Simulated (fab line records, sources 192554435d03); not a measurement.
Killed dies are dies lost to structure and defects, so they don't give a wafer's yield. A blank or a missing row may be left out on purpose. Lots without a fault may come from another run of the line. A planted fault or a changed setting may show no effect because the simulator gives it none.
Chamber matching | flow n5_finfet | N5_HKMG_FIN_ETCH_31 on rie_diel-04: 4 sister chambers
The step etches SiARC in CF4, target depth 45.5 nm, time 75.8 s. 4 wafers are shown with their chamber, then 7 later ones without.

WAFERS WITH THEIR CHAMBER
wafer  | chamber | drypump_motor_current_A (A)
L085.3 | 1       | 5.94
L090.1 | 3       | 5.24
L090.4 | 0       | 5.87
L090.5 | 2       | 5.45

WAFERS WITHOUT THEIR CHAMBER
wafer  | drypump_motor_current_A (A)
L090.6 | 5.23
L091.3 | 5.88
L091.4 | 5.23
L091.5 | 5.24
L094.2 | 5.95
L094.3 | 5.82
L094.4 | 5.22

WHICH CHAMBER EACH WENT THROUGH
wafer  | from the rows above | in truth
L090.6 | 3                   | 3
L091.3 | 0                   | 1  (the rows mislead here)
L091.4 | 3                   | 3
L091.5 | 3                   | 3
L094.2 | 1                   | 1
L094.3 | 0                   | 0
L094.4 | 3                   | 3
Placed correctly: 6 of 7. Can't be placed from these rows: 0. Placed wrongly: 1.
How it was worked out, from the rows above alone: a wafer's distance from a chamber is the root of the sum, over the readings, of the square of ((its reading less the chamber's mean) divided by the reading's scatter). The wafer belongs to the nearest chamber; if the next one is less than 2 further off, it can't be placed. A chamber's mean is the mean of its shown wafers. The scatter: with one shown wafer a chamber, the root of the mean of the squares of how far each hidden wafer lies from its nearest shown one.
